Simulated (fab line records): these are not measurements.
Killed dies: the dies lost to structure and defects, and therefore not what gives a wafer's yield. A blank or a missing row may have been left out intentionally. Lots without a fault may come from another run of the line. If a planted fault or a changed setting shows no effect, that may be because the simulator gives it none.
fab line records | flow n5Finfet
[record] lots = 11 | wafers = 31 | lastDay = 18
route steps=1938 shown SD_EPI_N@287 BEOL_M4@1093 BEOL_M5@1116
lots untouched by any fault: they come from a run of this same line in which no faults occurred
startH: hours from the record's opening day to when the first of the lot's shown wafers began | waitH: time in hours since the lot's previous step | " identical to the entry in the row above | L1.1+2: a row that stands for several wafers | - value missing, or start not given | * or withheld: withheld | < > ~ a bound
route shown NAME@n: names a module that has steps shown in the file, with the first one's number in the route | usual: mean and standard deviation over wafers with no fault | same: alike in all rows | chamber/n: place in a boat | sites: readings site by site | _std_site: the standard deviation of these | _edge_site: inner sites' mean taken away from outer sites' mean | radiusMm: how far each site lies from the wafer's centre | mask NAME#n: copy n | behind: tool/chamber where the wafer was last shaped | hold: cause of the lot's hold/its duration in hours/its outcome | device: names the non-switching transistor (n, p or np) | end of line: the same wafers' tests at the end of the route | a step with no rows: only its recipe | killed: count of dies lost to structure and defects at first sort (not the wafer's yield) | map: dies across one wafer; x = killed, . = not, _ = none there
set.NAME: the run value of the setting; set.NAME@STEP: its run value at that earlier step | model.NAME: the simulator's own value behind a step, which no gauge read
steps of the route over a sample of lots; a table a step, a row a wafer
services: a tool's chamber out of use, with start hour (startH, from the record's first day; less than 0 if before it), hours out, and reason
[[steps]]
[step N5_SD_EPI_N_VAPOR_ETCH_50]
[recipe] chemistry = HCl | target = Si | tempC = 775 | timeS = 54 | pressureTorr = 20 | mode = isotropic
[usual] throttleValvePct = 11.97/0.26
lot.wafer | tool        | chamber | startH | waitH | throttleValvePct
L348.1    | epiRpcvd-04 | 0       | 58.30  | 0.4   | 12.29
L348.2    | "           | 0       | "      | "     | 12.30
L348.3    | "           | 0       | "      | "     | 12.25
L349.1    | epiRpcvd-03 | 0       | 63.34  | 0.3   | 11.68
L349.3    | "           | 0       | "      | "     | 12.02
L349.4    | "           | 0       | "      | "     | 11.87
L353.1    | epiRpcvd-03 | 0       | 86.46  | 0.4   | 11.72
L353.3    | "           | 0       | "      | "     | 11.77
L353.5    | "           | 0       | "      | "     | 11.60
L354.2    | epiRpcvd-03 | 0       | 92.25  | 0.3   | 11.81
L354.3    | "           | 0       | "      | "     | 11.85
L354.6    | "           | 0       | "      | "     | 11.62
L355.3    | epiRpcvd-03 | 0       | 98.37  | 0.2   | 11.89
L355.5    | "           | 0       | "      | "     | 11.77
L356.3    | epiRpcvd-03 | 0       | 105.84 | 0.2   | 11.99
L356.5    | "           | 0       | "      | "     | 11.85
L365.4    | epiRpcvd-01 | 0       | 163.61 | 0.2   | 11.97
L365.5    | "           | 0       | "      | "     | 11.82
L365.6    | "           | 0       | "      | "     | 11.65
L366.2    | epiRpcvd-03 | 0       | 164.27 | 0.4   | 12.06
L366.3    | "           | 0       | "      | "     | 11.74
L366.4    | "           | 0       | "      | "     | 11.88
L367.1    | epiRpcvd-03 | 0       | 174.66 | 0.4   | 11.60
L367.4    | "           | 0       | "      | "     | 11.99
L367.5    | "           | 0       | "      | "     | 11.93
L369.1    | epiRpcvd-04 | 0       | 184.22 | 0.3   | 12.22
L369.5    | "           | 0       | "      | "     | 12.40
L369.6    | "           | 0       | "      | "     | 12.20
L370.1    | epiRpcvd-03 | 0       | 187.07 | 0.3   | 11.82
L370.3    | "           | 0       | "      | "     | 11.41
L370.5    | "           | 0       | "      | "     | 11.96
[step N5_BEOL_M4_ANNEAL_89]
[recipe] tempC = 400 | timeS = 240 | ambient = vacuum
[usual] heaterPowerW = 816/84
lot.wafer | tool          | chamber | startH | waitH | heaterPowerW
L348.1    | pvdSputter-01 | -       | 165.92 | 0.0   | 789
L348.2    | "             | -       | "      | "     | 872
L348.3    | "             | -       | "      | "     | 824
L349.1    | pvdSputter-01 | -       | 171.84 | 0.0   | 695
L349.3    | "             | -       | "      | "     | 808
L349.4    | "             | -       | "      | "     | 799
L353.1    | pvdSputter-03 | -       | 190.05 | 0.0   | 674
L353.3    | "             | -       | "      | "     | 990
L353.5    | "             | -       | "      | "     | 921
L354.2    | pvdSputter-01 | -       | 193.58 | 0.0   | 677
L354.3    | "             | -       | "      | "     | 811
L354.6    | "             | -       | "      | "     | 830
L355.3    | pvdSputter-01 | -       | 201.01 | 0.0   | 870
L355.5    | "             | -       | "      | "     | 692
L356.3    | pvdSputter-01 | -       | 220.14 | 0.0   | 823
L356.5    | "             | -       | "      | "     | 687
L366.2    | pvdSputter-01 | -       | 274.70 | 0.0   | 836
L366.3    | "             | -       | "      | "     | 836
L366.4    | "             | -       | "      | "     | 806
L365.4    | pvdSputter-02 | -       | 280.43 | 0.0   | 829
L365.5    | "             | -       | "      | "     | 823
L365.6    | "             | -       | "      | "     | 912
L367.1    | pvdSputter-01 | -       | 281.81 | 0.0   | 813
L367.4    | "             | -       | "      | "     | 857
L367.5    | "             | -       | "      | "     | 806
L369.1    | pvdSputter-03 | -       | 312.73 | 0.0   | 738
L369.5    | "             | -       | "      | "     | 751
L369.6    | "             | -       | "      | "     | 684
L370.1    | pvdSputter-02 | -       | 312.81 | 0.0   | 839
L370.3    | "             | -       | "      | "     | 878
L370.5    | "             | -       | "      | "     | 858
[step N5_BEOL_M4_ANNEAL_91]
[recipe] tempC = 400 | timeS = 240 | ambient = vacuum
[usual] heaterPowerW = 817/82
lot.wafer | tool          | chamber | startH | waitH | heaterPowerW
L348.1    | pvdSputter-01 | -       | 166.14 | 0.0   | 818
L348.2    | "             | -       | "      | "     | 866
L348.3    | "             | -       | "      | "     | 830
L349.1    | pvdSputter-01 | -       | 172.06 | 0.0   | 688
L349.3    | "             | -       | "      | "     | 838
L349.4    | "             | -       | "      | "     | 805
L353.1    | pvdSputter-03 | -       | 190.27 | 0.0   | 676
L353.3    | "             | -       | "      | "     | 996
L353.5    | "             | -       | "      | "     | 923
L354.2    | pvdSputter-01 | -       | 193.80 | 0.0   | 698
L354.3    | "             | -       | "      | "     | 798
L354.6    | "             | -       | "      | "     | 822
L355.3    | pvdSputter-01 | -       | 201.23 | 0.0   | 848
L355.5    | "             | -       | "      | "     | 692
L356.3    | pvdSputter-01 | -       | 220.36 | 0.0   | 825
L356.5    | "             | -       | "      | "     | 682
L366.2    | pvdSputter-01 | -       | 274.92 | 0.0   | 830
L366.3    | "             | -       | "      | "     | 873
L366.4    | "             | -       | "      | "     | 819
L365.4    | pvdSputter-02 | -       | 280.65 | 0.0   | 846
L365.5    | "             | -       | "      | "     | 822
L365.6    | "             | -       | "      | "     | 914
L367.1    | pvdSputter-01 | -       | 282.03 | 0.0   | 810
L367.4    | "             | -       | "      | "     | 864
L367.5    | "             | -       | "      | "     | 811
L369.1    | pvdSputter-03 | -       | 312.95 | 0.0   | 759
L369.5    | "             | -       | "      | "     | 726
L369.6    | "             | -       | "      | "     | 685
L370.1    | pvdSputter-02 | -       | 313.03 | 0.0   | 821
L370.3    | "             | -       | "      | "     | 905
L370.5    | "             | -       | "      | "     | 850
[step N5_BEOL_M4_RC_MEAS_101]
[usual] DIBL_N = 36.4/1.2 | DIBL_P = 36.1/1.6 | IOFF_N = 0.156/0.024 | IOFF_N_85C = 3.1/0.39 | IOFF_N_LIN = 0.073/0.0094 | IOFF_P = 0.21/0.031 | ION_N = 674/11 | ION_P = 463/6.9 | REXT_N = 74.3/1.3 | SS_N = 71.5/0.5 | SS_P = 73.2/0.55 | VT_N = 250.0/2.9 | VT_P = -250/3.6
lot.wafer | tool      | chamber | startH | waitH | DIBL_N[mV/V] | DIBL_P[mV/V] | IOFF_N[nA/um] | IOFF_N_85C[nA/um] | IOFF_N_LIN[nA/um] | IOFF_P[nA/um] | ION_N[uA/um] | ION_P[uA/um] | REXT_N[ohm.um] | SS_N[mV/dec] | SS_P[mV/dec] | VT_N[mV] | VT_P[mV]
L348.1    | prober-01 | 0       | 167.87 | 0.0   | 36.0         | 35.3         | 0.151         | 3.1               | 0.075             | 0.23          | 682          | 472          | 73.5           | 71.9         | 73.1         | 250.8    | -246
L348.2    | "         | 0       | "      | "     | 35.7         | 35.0         | 0.147         | 3.0               | 0.072             | 0.22          | 677          | 471          | 73.5           | 72.0         | 72.9         | 251.0    | -246
L348.3    | "         | 0       | "      | "     | 36.9         | 35.9         | 0.168         | 3.3               | 0.079             | 0.24          | 679          | 469          | 73.2           | 71.3         | 72.6         | 247.8    | -245
L349.1    | prober-01 | 0       | 173.74 | 0.0   | 37.3         | 38.3         | 0.181         | 3.5               | 0.085             | 0.23          | 680          | 469          | 76.1           | 72.1         | 73.3         | 247.3    | -250
L349.3    | "         | 0       | "      | "     | 38.7         | 39.4         | 0.208         | 3.9               | 0.094             | 0.24          | 684          | 464          | 75.4           | 72.1         | 73.8         | 244.2    | -249
L349.4    | "         | 0       | "      | "     | 36.8         | 37.6         | 0.167         | 3.2               | 0.079             | 0.21          | 674          | 459          | 75.7           | 72.4         | 73.3         | 247.0    | -251
L353.1    | prober-01 | 0       | 191.95 | 0.0   | 36.8         | 35.8         | 0.182         | 3.4               | 0.082             | 0.28          | 676          | 470          | 74.0           | 71.2         | 73.6         | 250.4    | -245
L353.3    | "         | 0       | "      | "     | 38.0         | 36.4         | 0.195         | 3.6               | 0.086             | 0.28          | 683          | 467          | 72.7           | 72.1         | 74.5         | 247.6    | -242
L353.5    | "         | 0       | "      | "     | 41.7         | 36.3         | 0.294         | 5.1               | 0.117             | 0.29          | 712          | 471          | 67.0           | 72.8         | 73.5         | 240.6    | -243
L354.2    | prober-02 | 0       | 195.98 | 0.2   | 39.6         | 33.9         | 0.225         | 4.1               | 0.093             | 0.20          | 692          | 466          | 67.1           | 71.9         | 73.5         | 243.6    | -249
L354.3    | "         | 0       | "      | "     | 35.2         | 35.1         | 0.148         | 2.9               | 0.071             | 0.22          | 678          | 468          | 74.5           | 71.2         | 73.2         | 251.3    | -247
L354.6    | "         | 0       | "      | "     | 36.4         | 36.3         | 0.181         | 3.4               | 0.085             | 0.25          | 688          | 482          | 73.8           | 71.6         | 73.9         | 246.8    | -246
L355.3    | prober-02 | 0       | 203.22 | 0.3   | 38.4         | 38.1         | 0.182         | 3.6               | 0.081             | 0.22          | 684          | 467          | 73.8           | 71.4         | 73.2         | 248.8    | -250
L355.5    | "         | 0       | "      | "     | 42.2         | 37.4         | 0.261         | 4.8               | 0.106             | 0.19          | 714          | 466          | 67.3           | 72.9         | 73.1         | 242.7    | -249
L356.3    | prober-02 | 0       | 222.35 | 0.3   | 39.1         | 38.8         | 0.219         | 4.1               | 0.098             | 0.26          | 698          | 476          | 74.5           | 72.2         | 73.5         | 243.5    | -246
L356.5    | "         | 0       | "      | "     | 37.1         | 35.5         | 0.158         | 3.1               | 0.071             | 0.21          | 676          | 466          | 74.6           | 71.5         | 73.5         | 249.8    | -249
L366.2    | prober-01 | 0       | 276.94 | 0.2   | 37.7         | 36.7         | 0.175         | 3.3               | 0.080             | 0.25          | 679          | 467          | 73.0           | 71.8         | 73.3         | 247.2    | -247
L366.3    | "         | 0       | "      | "     | 37.7         | 37.1         | 0.186         | 3.5               | 0.085             | 0.26          | 688          | 470          | 74.1           | 71.7         | 74.1         | 247.7    | -247
L366.4    | "         | 0       | "      | "     | 36.4         | 34.8         | 0.149         | 2.9               | 0.071             | 0.22          | 661          | 463          | 73.4           | 71.0         | 73.3         | 250.1    | -248
L365.4    | prober-01 | 0       | 283.16 | 0.5   | 33.6         | 34.5         | 0.101         | 2.2               | 0.049             | 0.16          | 653          | 455          | 74.2           | 70.5         | 73.0         | 258.6    | -256
L365.5    | "         | 0       | "      | "     | 34.9         | 36.2         | 0.126         | 2.6               | 0.060             | 0.18          | 663          | 460          | 74.2           | 71.2         | 72.9         | 253.7    | -254
L365.6    | "         | 0       | "      | "     | 34.4         | 35.3         | 0.112         | 2.4               | 0.054             | 0.17          | 657          | 457          | 73.1           | 70.8         | 72.4         | 257.3    | -256
L367.1    | prober-02 | 0       | 284.30 | 0.0   | 34.0         | 34.0         | 0.129         | 2.6               | 0.064             | 0.18          | 667          | 467          | 74.7           | 71.0         | 73.1         | 252.9    | -249
L367.4    | "         | 0       | "      | "     | 34.5         | 35.2         | 0.134         | 2.7               | 0.067             | 0.20          | 670          | 467          | 75.4           | 71.1         | 72.5         | 249.4    | -250
L367.5    | "         | 0       | "      | "     | 34.4         | 33.8         | 0.120         | 2.5               | 0.061             | 0.18          | 660          | 459          | 75.8           | 70.2         | 72.6         | 251.6    | -250
L369.1    | prober-02 | 0       | 314.63 | 0.0   | 37.1         | 37.7         | 0.179         | 3.4               | 0.081             | 0.23          | 668          | 464          | 73.8           | 71.8         | 74.1         | 247.6    | -249
L369.5    | "         | 0       | "      | "     | 36.2         | 36.1         | 0.154         | 3.0               | 0.071             | 0.20          | 657          | 455          | 74.9           | 71.2         | 73.4         | 252.0    | -253
L369.6    | "         | 0       | "      | "     | 36.1         | 36.2         | 0.154         | 3.0               | 0.072             | 0.20          | 670          | 460          | 74.1           | 71.6         | 73.5         | 250.1    | -253
L370.1    | prober-01 | 0       | 314.74 | 0.0   | 35.8         | 35.8         | 0.156         | 3.0               | 0.075             | 0.19          | 678          | 464          | 74.9           | 71.4         | 73.8         | 248.1    | -253
L370.3    | "         | 0       | "      | "     | 35.0         | 34.4         | 0.141         | 2.7               | 0.068             | 0.17          | 674          | 452          | 75.5           | 72.0         | 73.3         | 251.6    | -255
L370.5    | "         | 0       | "      | "     | 35.1         | 34.8         | 0.140         | 2.8               | 0.069             | 0.17          | 681          | 464          | 75.2           | 71.5         | 72.8         | 248.5    | -254
[step N5_BEOL_M5_HM_DEP_02]
[recipe] material = TiN | targetThkA = 200 | tempC = 25 | chamberPressurePa = 0.49996
[usual] throttleValvePct = 30.7/0.8
lot.wafer | tool          | chamber | startH | waitH | throttleValvePct
L348.1    | pvdSputter-03 | -       | 170.12 | 0.6   | 30.5
L348.2    | "             | -       | "      | "     | 30.0
L348.3    | "             | -       | "      | "     | 31.3
L349.1    | pvdSputter-03 | -       | 177.59 | 2.2   | 30.6
L349.3    | "             | -       | "      | "     | 29.4
L349.4    | "             | -       | "      | "     | 30.2
L353.1    | pvdSputter-02 | -       | 194.08 | 0.1   | 31.3
L353.3    | "             | -       | "      | "     | 30.0
L353.5    | "             | -       | "      | "     | 32.3
L354.2    | pvdSputter-02 | -       | 198.21 | 0.8   | 31.2
L354.3    | "             | -       | "      | "     | 30.3
L354.6    | "             | -       | "      | "     | 32.3
L355.3    | pvdSputter-01 | -       | 207.07 | 2.1   | 32.0
L355.5    | "             | -       | "      | "     | 31.5
L356.3    | pvdSputter-03 | -       | 224.83 | 1.2   | 29.4
L356.5    | "             | -       | "      | "     | 31.0
L366.2    | pvdSputter-03 | -       | 278.87 | 0.1   | 31.0
L366.3    | "             | -       | "      | "     | 30.4
L366.4    | "             | -       | "      | "     | 29.4
L365.4    | pvdSputter-02 | -       | 284.76 | 0.5   | 32.5
L365.5    | "             | -       | "      | "     | 30.3
L365.6    | "             | -       | "      | "     | 31.3
L367.1    | pvdSputter-02 | -       | 287.62 | 1.7   | 31.9
L367.4    | "             | -       | "      | "     | 31.3
L367.5    | "             | -       | "      | "     | 30.1
L369.1    | pvdSputter-02 | -       | 317.26 | 1.0   | 30.2
L369.5    | "             | -       | "      | "     | 30.4
L369.6    | "             | -       | "      | "     | 32.2
L370.1    | pvdSputter-03 | -       | 317.37 | 1.0   | 29.9
L370.3    | "             | -       | "      | "     | 31.3
L370.5    | "             | -       | "      | "     | 30.2
[[services]]
tool          | chamber | startH | hours | kind
pvdSputter-02 | -       | 115.51 | 1.1   | repair
epiRpcvd-03   | -       | 132.88 | 6.0   | pm
epiRpcvd-04   | -       | 138.19 | 8.1   | pm
epiRpcvd-04   | -       | 187.47 | 0.3   | repair
epiRpcvd-04   | -       | 187.85 | 0.7   | repair
epiRpcvd-04   | -       | 313.88 | 6.0   | pm
[[key]]
[firstSign] step = N5_BEOL_M4_RC_MEAS_101 | reading = REXT_N | direction = down | sigmas = 5.4 | usual = 74.3 | struck = 67.1
[effect] step = N5_BEOL_M4_RC_MEAS_101 | reading = IOFF_N | direction = up | sigmas = 4.4 | usual = 0.156 | struck = 0.260
[effect] step = N5_BEOL_M4_RC_MEAS_101 | reading = IOFF_N_85C | direction = up | sigmas = 4.1 | usual = 3.1 | struck = 4.7
[effect] step = N5_BEOL_M4_RC_MEAS_101 | reading = DIBL_N | direction = up | sigmas = 3.9 | usual = 36.4 | struck = 41.2
[effect] step = N5_BEOL_M4_RC_MEAS_101 | reading = IOFF_N_LIN | direction = up | sigmas = 3.5 | usual = 0.073 | struck = 0.105
[effect] step = N5_BEOL_M4_RC_MEAS_101 | reading = ION_N | direction = up | sigmas = 3 | usual = 674 | struck = 706
[effect] step = N5_BEOL_M4_RC_MEAS_101 | reading = VT_N | direction = down | sigmas = 2.6 | usual = 250.0 | struck = 242.3
[effect] step = N5_BEOL_M4_RC_MEAS_101 | reading = SS_N | direction = up | sigmas = 2.1 | usual = 71.5 | struck = 72.5 | wafersMoved = 2
metAt N5_SD_EPI_N_VAPOR_ETCH_50
struckLots L353,L354,L355
struckWafers L353.5,L354.2,L355.5
notActingAt N5_BEOL_M4_ANNEAL_89,N5_BEOL_M4_ANNEAL_91,N5_BEOL_M5_HM_DEP_02
onsetBetween 63.34 86.46
[fault] kind = processParameterDrift | tool = epiRpcvd-03 | chamber = - | onsetH = 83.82 | steps = N5_SD_EPI_N_VAPOR_ETCH_50 | channel = timeS | offset = * | shape = step | endH = 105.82 | scope = struckWafersOnly | actsIn = * | stated = *
